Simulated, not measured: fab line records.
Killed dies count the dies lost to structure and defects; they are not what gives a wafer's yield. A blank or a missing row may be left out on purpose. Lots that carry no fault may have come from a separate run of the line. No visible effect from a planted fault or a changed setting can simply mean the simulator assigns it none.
A lot that was struck, set against a sound lot / flow nand harc / 14 steps out of a route of 1302
Sound: these wafers, L678.2, L678.3, L678.6. Struck: wafer L688.2 (L688.5, L688.6, from the same lot, were not struck and are left out); the cause is given at the end.
For every step that has rows: the tool of each side, followed by ch and its chambers, followed by its first start. Under that, the readings that differ: sound wafers / struck wafers / difference of the means / sigmas: that difference in standard deviations of wafers without a fault.
alike: readings with means less than 2 such deviations apart, plus words and numbers identical on both sides. not compared: withheld readings, readings lacking a value on some wafer, bounds such as >300 that could conceal the same value, and numbers that have no deviation in the record and whose values overlap.
A row with sigmas, a row that says differs or no value, or rows on one side alone: a step with any of these is where the two part. Numbers that don't overlap but have no deviation are shown without sigmas and don't part them. Lack of a reading on every wafer of one side parts them only where that side has two or more wafers.

NHARC_A_ONON_D2_THK_MEAS_30: measures by ellipsometry.
  struck on film metro-02, day 17 21:57; sound on film metro-02, day 13 15:31
  alike: thk nm
NHARC_A_ONON_D2_DEP_33: deposits SiO2, target thk 200 nm.
  sound on pecvd-04 ch 0,1,2, day 13 15:34; struck on pecvd-01 ch 1, day 17 22:00
  alike: heater power w, throttle valve pct
  not compared: since wet clean h
NHARC_A_ONON_D2_THK_MEAS_34: measures by ellipsometry.
  struck on film metro-01, day 17 22:25; sound on film metro-02, day 13 15:59
  alike: thk nm
NHARC_A_ONON_D2_INSPECT_32:
  struck on defect inspect-02, day 17 22:30; sound on defect inspect-01, day 13 16:04
  alike: raw defect count
NHARC_A_CHANNEL_HOLE_D2_DEP_00: deposits aC, target thk 3100 nm.
  sound on acl dep-01 ch 0, day 13 21:30; struck on acl dep-02 ch 0, day 17 23:31
  alike: throttle valve pct
NHARC_A_CHANNEL_HOLE_D2_DEP_01: deposits SiON, target thk 140 nm.
  sound on pecvd-02 ch 0,2, day 13 23:08; struck on pecvd-01 ch 2, day 18 01:07
  alike: heater power w
  not compared: since wet clean h
then, 5 steps without rows for these wafers: NHARC_A_CHANNEL_HOLE_D2_DEHYDRATE_02 (time 120 s); NHARC_A_CHANNEL_HOLE_D2_HMDS_03 (time 30 s); NHARC_A_CHANNEL_HOLE_D2_COAT_36 (time 75 s); NHARC_A_CHANNEL_HOLE_D2_COAT_37 (time 65 s); NHARC_A_CHANNEL_HOLE_D2_COAT_04 (resist thk 90 nm).
NHARC_A_CHANNEL_HOLE_D2_SOFTBAKE_05: time 55 s.
  sound on litho track-04 ch 0, day 13 23:00; struck on litho track-04 ch 0, day 18 01:00
reading=heater power total W (W); sound=188.32 188.33 188.31; struck=222.58; difference=+34.26; sigmas=+99 or more
then, 2 steps without rows for these wafers: NHARC_A_CHANNEL_HOLE_D2_EBR_06; NHARC_END_SORT_01.

## WHERE THEY PART
Only at NHARC_A_CHANNEL_HOLE_D2_SOFTBAKE_05, within this record.

WHY: what had been put in by the simulator
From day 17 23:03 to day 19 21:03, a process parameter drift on litho track-04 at NHARC_A_CHANNEL_HOLE_D2_SOFTBAKE_05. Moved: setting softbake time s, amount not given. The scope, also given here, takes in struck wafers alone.
